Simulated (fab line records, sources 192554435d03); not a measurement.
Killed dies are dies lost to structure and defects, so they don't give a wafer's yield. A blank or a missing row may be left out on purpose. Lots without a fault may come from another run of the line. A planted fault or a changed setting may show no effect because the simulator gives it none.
Which tool did it? | flow n5_finfet | 24 lots, 72 wafers sampled, at 6 steps of a route of 1938

WHAT THE GAUGES READ, wafer by wafer
N5_BEOL_M4_OVL_MEAS_12.
lot  | measured     | on         | M4_OVL (nm)
L074 | day 8 13:51  | overlay-02 | -0.7 -0.6 -1.2
L075 | day 8 23:13  | overlay-01 | -1.3 -1.1 -0.8
L077 | day 9 00:53  | overlay-01 | -1.0 -0.8 -0.2
L076 | day 9 03:56  | overlay-01 | -0.5 -1.6 -0.5
L078 | day 9 06:27  | overlay-02 | -0.5 -1.7 -1.4
L079 | day 9 08:54  | overlay-02 | -0.9 -1.6 -0.6
L080 | day 9 18:04  | overlay-01 | 0.1 -0.4 -1.7
L081 | day 10 01:58 | overlay-02 | -0.8 -0.1 -0.5
L083 | day 12 03:11 | overlay-01 | -0.3 -1.8 -0.8
L084 | day 13 04:43 | overlay-01 | 0.0 0.3 -0.1
L085 | day 13 08:04 | overlay-02 | -0.6 0.2 0.1
L086 | day 13 23:03 | overlay-01 | -0.3 -0.4 -0.4
L087 | day 14 06:59 | overlay-02 | -1.0 -1.2 -0.8
L088 | day 14 12:38 | overlay-01 | 0.1 0.0 0.2
L091 | day 14 19:45 | overlay-01 | 0.0 -1.0 -0.2
L092 | day 14 22:58 | overlay-01 | -1.1 -0.6 -0.7
L090 | day 14 22:48 | overlay-02 | -0.8 -0.7 0.5
L094 | day 14 23:44 | overlay-01 | -0.1 -0.5 -1.3
L089 | day 14 23:54 | overlay-01 | -1.0 -0.9 -1.5
L093 | day 15 02:56 | overlay-02 | -0.4 -0.7 -1.3
L095 | day 15 06:50 | overlay-01 | -2.0 -0.3 -1.7
L082 | day 15 10:16 | overlay-01 | -1.9 -1.2 0.1
L096 | day 15 11:43 | overlay-01 | -0.9 -0.2 -0.4
L097 | day 15 14:35 | overlay-02 | -0.8 -0.1 -0.7

N5_BEOL_M4_CD_MEAS_18: pitch 36 nm, target cd 18 nm.
lot  | measured     | on        | cd_nm (nm)
L074 | day 8 14:25  | cd_sem-03 | 17.81 18.28 18.05
L075 | day 8 23:49  | cd_sem-03 | 17.26 17.56 18.26
L077 | day 9 01:42  | cd_sem-01 | 17.83 18.61 17.88
L076 | day 9 04:43  | cd_sem-02 | 18.27 17.89 17.89
L078 | day 9 06:59  | cd_sem-03 | 18.09 18.10 17.83
L079 | day 9 09:26  | cd_sem-01 | 18.26 18.36 17.97
L080 | day 9 18:35  | cd_sem-02 | 18.39 17.62 18.15
L081 | day 10 02:34 | cd_sem-03 | 18.36 17.88 17.88
L083 | day 12 03:42 | cd_sem-01 | 18.15 18.65 18.11
L084 | day 13 05:16 | cd_sem-01 | 18.26 17.62 17.71
L085 | day 13 08:43 | cd_sem-02 | 18.43 18.52 18.33
L086 | day 13 23:41 | cd_sem-01 | 18.42 17.91 18.19
L087 | day 14 07:45 | cd_sem-03 | 18.22 18.19 18.38
L088 | day 14 13:09 | cd_sem-03 | 17.89 18.27 17.71
L091 | day 14 20:17 | cd_sem-01 | 18.15 18.28 17.78
L092 | day 14 23:33 | cd_sem-03 | 18.27 18.13 17.99
L090 | day 14 23:25 | cd_sem-01 | 18.23 18.27 18.29
L094 | day 15 00:17 | cd_sem-03 | 18.17 18.05 17.95
L089 | day 15 00:25 | cd_sem-01 | 17.95 18.39 17.84
L093 | day 15 03:27 | cd_sem-02 | 17.99 18.48 18.34
L095 | day 15 07:21 | cd_sem-01 | 17.70 17.65 17.86
L082 | day 15 11:02 | cd_sem-02 | 18.79 18.44 18.59
L096 | day 15 12:13 | cd_sem-03 | 18.22 18.03 18.05
L097 | day 15 15:06 | cd_sem-01 | 17.82 18.46 17.98

N5_BEOL_M4_OVL_MEAS_29.
lot  | measured     | on         | V3_OVL (nm)
L074 | day 8 14:46  | overlay-01 | -0.7 -1.1 -0.9
L075 | day 9 00:10  | overlay-02 | -1.2 -0.2 -0.4
L077 | day 9 02:10  | overlay-01 | -0.4 -2.3 -0.4
L076 | day 9 05:12  | overlay-01 | -0.9 -1.5 0.0
L078 | day 9 07:21  | overlay-01 | -0.3 0.1 -1.3
L079 | day 9 09:55  | overlay-01 | 0.4 0.0 -0.2
L080 | day 9 19:05  | overlay-02 | -1.3 -0.9 -1.3
L081 | day 10 02:54 | overlay-02 | -0.3 -0.1 -0.3
L083 | day 12 04:11 | overlay-02 | -0.9 -0.4 -0.1
L084 | day 13 05:37 | overlay-01 | 0.9 -1.0 -0.2
L085 | day 13 09:04 | overlay-01 | 0.2 -0.6 -0.4
L086 | day 14 00:02 | overlay-02 | -0.2 0.5 -0.6
L087 | day 14 08:14 | overlay-01 | -0.6 -0.3 -1.1
L088 | day 14 13:30 | overlay-01 | -0.7 -0.8 -1.0
L091 | day 14 20:46 | overlay-01 | -0.3 -0.1 -1.5
L092 | day 15 00:01 | overlay-02 | 0.0 -0.6 -0.6
L090 | day 14 23:47 | overlay-02 | -0.6 0.0 -0.7
L094 | day 15 00:38 | overlay-01 | -0.2 -0.5 -1.6
L089 | day 15 00:54 | overlay-01 | -0.6 0.4 -0.5
L093 | day 15 03:48 | overlay-02 | -0.7 -1.1 -1.7
L095 | day 15 07:50 | overlay-02 | -0.8 0.2 -0.3
L082 | day 15 11:23 | overlay-01 | -0.7 -1.2 0.1
L096 | day 15 12:43 | overlay-02 | 0.0 -0.3 -1.4
L097 | day 15 15:35 | overlay-01 | -1.4 -0.6 -1.2

WHICH TOOL RAN EACH LOT (tool, then ch and the chambers of the sampled wafers, then the start)
lot  | N5_BEOL_M3_ANNEAL_51             | N5_BEOL_M3_CMP_52             | N5_BEOL_M4_ILD_DEP_00
L074 | rtp_anneal-02 ch 0, day 8 11:52  | cmp-01 ch 0,1,3, day 8 12:11  | pecvd-03 ch 0,1, day 8 12:48
L075 | rtp_anneal-01 ch 0, day 8 19:49  | cmp-03 ch 0,1,3, day 8 20:10  | pecvd-03 ch 0,1, day 8 20:58
L077 | rtp_anneal-01 ch 0, day 8 22:42  | cmp-01 ch 0,1,2, day 8 23:08  | pecvd-02 ch 0,2, day 8 23:43
L076 | rtp_anneal-01 ch 0, day 9 00:38  | cmp-03 ch 2,3, day 9 00:50    | pecvd-04 ch 0,1,2, day 9 01:28
L078 | rtp_anneal-01 ch 0, day 9 03:35  | cmp-03 ch 0,1,2, day 9 03:57  | pecvd-03 ch 0,1,2, day 9 04:31
L079 | rtp_anneal-01 ch 0, day 9 07:07  | cmp-01 ch 0,2,3, day 9 07:28  | pecvd-03 ch 1,2, day 9 08:09
L080 | rtp_anneal-02 ch 0, day 9 14:36  | cmp-01 ch 0,2,3, day 9 14:49  | pecvd-03 ch 0,1, day 9 15:26
L081 | rtp_anneal-02 ch 0, day 10 00:08 | cmp-03 ch 1,2,3, day 10 00:29 | pecvd-02 ch 1,2, day 10 01:08
L083 | rtp_anneal-02 ch 0, day 12 01:40 | cmp-02 ch 0,1,2, day 12 01:55 | pecvd-03 ch 1,2, day 12 02:32
L084 | rtp_anneal-01 ch 0, day 13 03:14 | cmp-02 ch 1,2,3, day 13 03:29 | pecvd-02 ch 1,2, day 13 04:03
L085 | rtp_anneal-01 ch 0, day 13 06:32 | cmp-03 ch 0,2,3, day 13 06:52 | pecvd-04 ch 0,2, day 13 07:29
L086 | rtp_anneal-02 ch 0, day 13 19:51 | cmp-01 ch 1,2,3, day 13 20:11 | pecvd-04 ch 0,1,2, day 13 20:41
L087 | rtp_anneal-01 ch 0, day 14 04:57 | cmp-01 ch 2,3, day 14 05:12   | pecvd-03 ch 0,1,2, day 14 05:49
L088 | rtp_anneal-02 ch 0, day 14 11:10 | cmp-01 ch 0,1,2, day 14 11:29 | pecvd-02 ch 0,1, day 14 12:02
L091 | rtp_anneal-02 ch 0, day 14 17:14 | cmp-01 ch 0,1,3, day 14 17:32 | pecvd-03 ch 0,1,2, day 14 18:09
L092 | rtp_anneal-02 ch 0, day 14 19:05 | cmp-01 ch 0,2,3, day 14 19:27 | pecvd-02 ch 0,1, day 14 20:01
L090 | rtp_anneal-01 ch 0, day 14 19:07 | cmp-02 ch 0,1,3, day 14 19:26 | pecvd-03 ch 0,1, day 14 19:56
L094 | rtp_anneal-01 ch 0, day 14 21:59 | cmp-03 ch 2,3, day 14 22:16   | pecvd-03 ch 0,1,2, day 14 22:53
L089 | rtp_anneal-02 ch 0, day 14 21:59 | cmp-01 ch 0,1,2, day 14 22:17 | pecvd-04 ch 0,1,2, day 14 22:59
L093 | rtp_anneal-02 ch 0, day 14 23:49 | cmp-02 ch 2,3, day 15 00:07   | pecvd-04 ch 0,2, day 15 00:46
L095 | rtp_anneal-01 ch 0, day 15 03:33 | cmp-02 ch 0,1, day 15 03:47   | pecvd-02 ch 0,1, day 15 04:59
L082 | rtp_anneal-01 ch 0, day 15 07:46 | cmp-02 ch 1,2,3, day 15 08:08 | pecvd-03 ch 1,2, day 15 08:45
L096 | rtp_anneal-01 ch 0, day 15 10:02 | cmp-03 ch 1,3, day 15 10:16   | pecvd-02 ch 0,1, day 15 10:53
L097 | rtp_anneal-01 ch 0, day 15 13:06 | cmp-03 ch 1,3, day 15 13:19   | pecvd-03 ch 0,1,2, day 15 13:58
- N5_BEOL_M3_ANNEAL_51: time 90 s.
- N5_BEOL_M3_CMP_52: polishes, stops on SiOC, t overpolish 6.8 s, target thk 40 nm.
- N5_BEOL_M4_ILD_DEP_00: deposits SiOC from DEMS/O2, target thk 79 nm, time 15.3 s.

WHAT THE TOOLS THEMSELVES READ (means of the sampled wafers that have a number; where no wafer has one, the mark that the record gives instead)
N5_BEOL_M3_ANNEAL_51.
lot  | tool          | wafer_temp_C_max
L074 | rtp_anneal-02 | 225.86
L075 | rtp_anneal-01 | 226.22
L077 | rtp_anneal-01 | 226.25
L076 | rtp_anneal-01 | 225.90
L078 | rtp_anneal-01 | 226.24
L079 | rtp_anneal-01 | 226.54
L080 | rtp_anneal-02 | 225.60
L081 | rtp_anneal-02 | 225.93
L083 | rtp_anneal-02 | 225.93
L084 | rtp_anneal-01 | 225.94
L085 | rtp_anneal-01 | 226.16
L086 | rtp_anneal-02 | 226.05
L087 | rtp_anneal-01 | 226.05
L088 | rtp_anneal-02 | 226.11
L091 | rtp_anneal-02 | 225.66
L092 | rtp_anneal-02 | 225.73
L090 | rtp_anneal-01 | 225.81
L094 | rtp_anneal-01 | 225.90
L089 | rtp_anneal-02 | 226.23
L093 | rtp_anneal-02 | 226.00
L095 | rtp_anneal-01 | 225.96
L082 | rtp_anneal-01 | 226.33
L096 | rtp_anneal-01 | 225.82
L097 | rtp_anneal-01 | 225.86

N5_BEOL_M3_CMP_52.
lot  | tool   | barrier_field_endpoint_s (s) | clearing_platen_down_force_psi (psi) | motor_current_A (A) | overpolish_run_s (s) | time_to_endpoint_s (s)
L074 | cmp-01 | 23.7                         | 1.4980                               | 6.2                 | 6.804                | 59.0
L075 | cmp-03 | 25.0                         | 1.5010                               | 6.1                 | 6.807                | 63.0
L077 | cmp-01 | 24.7                         | 1.5020                               | 5.9                 | 6.805                | 63.9
L076 | cmp-03 | 24.7                         | 1.5029                               | 6.0                 | 6.811                | 62.7
L078 | cmp-03 | 25.2                         | 1.5002                               | 5.8                 | 6.804                | 63.4
L079 | cmp-01 | 24.7                         | 1.4957                               | 6.5                 | 6.807                | 63.4
L080 | cmp-01 | 24.3                         | 1.4986                               | 6.8                 | 6.794                | 62.4
L081 | cmp-03 | 25.1                         | 1.5005                               | 6.1                 | 6.796                | 64.6
L083 | cmp-02 | 25.6                         | 1.5012                               | 6.3                 | 6.803                | 68.0
L084 | cmp-02 | 25.5                         | 1.5030                               | 6.1                 | 6.797                | 64.3
L085 | cmp-03 | 24.1                         | 1.4974                               | 5.9                 | 6.814                | 59.5
L086 | cmp-01 | 24.6                         | 1.5017                               | 6.2                 | 6.806                | 65.1
L087 | cmp-01 | 25.0                         | 1.5018                               | 6.8                 | 6.801                | 65.9
L088 | cmp-01 | 25.3                         | 1.4987                               | 6.1                 | 6.804                | 66.5
L091 | cmp-01 | 25.0                         | 1.4997                               | 5.9                 | 6.802                | 66.0
L092 | cmp-01 | 25.5                         | 1.4987                               | 6.7                 | 6.803                | 66.6
L090 | cmp-02 | 24.4                         | 1.5004                               | 5.8                 | 6.796                | 60.0
L094 | cmp-03 | 24.9                         | 1.4965                               | 5.9                 | 6.805                | 59.8
L089 | cmp-01 | 24.6                         | 1.5031                               | 5.9                 | 6.795                | 63.9
L093 | cmp-02 | 25.2                         | 1.4998                               | 6.2                 | 6.794                | 61.1
L095 | cmp-02 | 25.2                         | 1.5009                               | 6.3                 | 6.792                | 67.5
L082 | cmp-02 | 25.2                         | 1.4981                               | 6.2                 | 6.802                | 62.8
L096 | cmp-03 | 24.0                         | 1.5020                               | 6.1                 | 6.800                | 61.0
L097 | cmp-03 | 23.4                         | 1.4972                               | 6.3                 | 6.793                | 59.8

N5_BEOL_M4_ILD_DEP_00.
lot  | tool     | heater_power_w (W) | showerhead_plenum_p_Torr (Torr) | throttle_valve_pct (%)
L074 | pecvd-03 | 470                | 5.678                           | 12.2
L075 | pecvd-03 | 495                | 5.669                           | 12.3
L077 | pecvd-02 | 515                | 5.691                           | 12.1
L076 | pecvd-04 | 412                | 5.692                           | 11.9
L078 | pecvd-03 | 492                | 5.689                           | 12.5
L079 | pecvd-03 | 485                | 5.687                           | 12.4
L080 | pecvd-03 | 468                | 5.676                           | 12.2
L081 | pecvd-02 | 417                | 5.684                           | 11.6
L083 | pecvd-03 | 476                | 5.684                           | 11.8
L084 | pecvd-02 | 447                | 5.685                           | 12.0
L085 | pecvd-04 | 424                | 5.679                           | 12.2
L086 | pecvd-04 | 403                | 5.691                           | 11.9
L087 | pecvd-03 | 476                | 5.684                           | 12.0
L088 | pecvd-02 | 489                | 5.694                           | 12.2
L091 | pecvd-03 | 446                | 5.676                           | 12.0
L092 | pecvd-02 | 472                | 5.690                           | 11.7
L090 | pecvd-03 | 463                | 5.678                           | 12.3
L094 | pecvd-03 | 453                | 5.686                           | 11.9
L089 | pecvd-04 | 407                | 5.693                           | 12.0
L093 | pecvd-04 | 417                | 5.675                           | 12.1
L095 | pecvd-02 | 494                | 5.697                           | 12.0
L082 | pecvd-03 | 472                | 5.676                           | 11.4
L096 | pecvd-02 | 447                | 5.694                           | 12.0
L097 | pecvd-03 | 490                | 5.689                           | 12.1

THE ANSWER, worked out from the rows above alone
Rule: what is usual is taken from the lots themselves. Put in order of their means at a reading, lots are off if they are a third of the lots or fewer, leave a main group of 4 or more, and stand apart from it by a gap of 3 or more times the standard deviation of the main group's means; of several such gaps the widest counts. A main group whose means are all the same, to the digits that the tables above print for the reading, isn't used. A lot without any number at a reading at which 4 lots or more have one is off too. The other lots that the step has rows for count as sound. The gauges are gone through in route order, then the tools' own readings, and for those a lot's mean is taken as printed above. The first step at which some lot is off is used, and at that step the reading that is off furthest; a lot without a number counts as furthest.
No lot is off at any reading shown: from this, nothing can be told.

WHAT THE SIMULATOR HAD PUT IN
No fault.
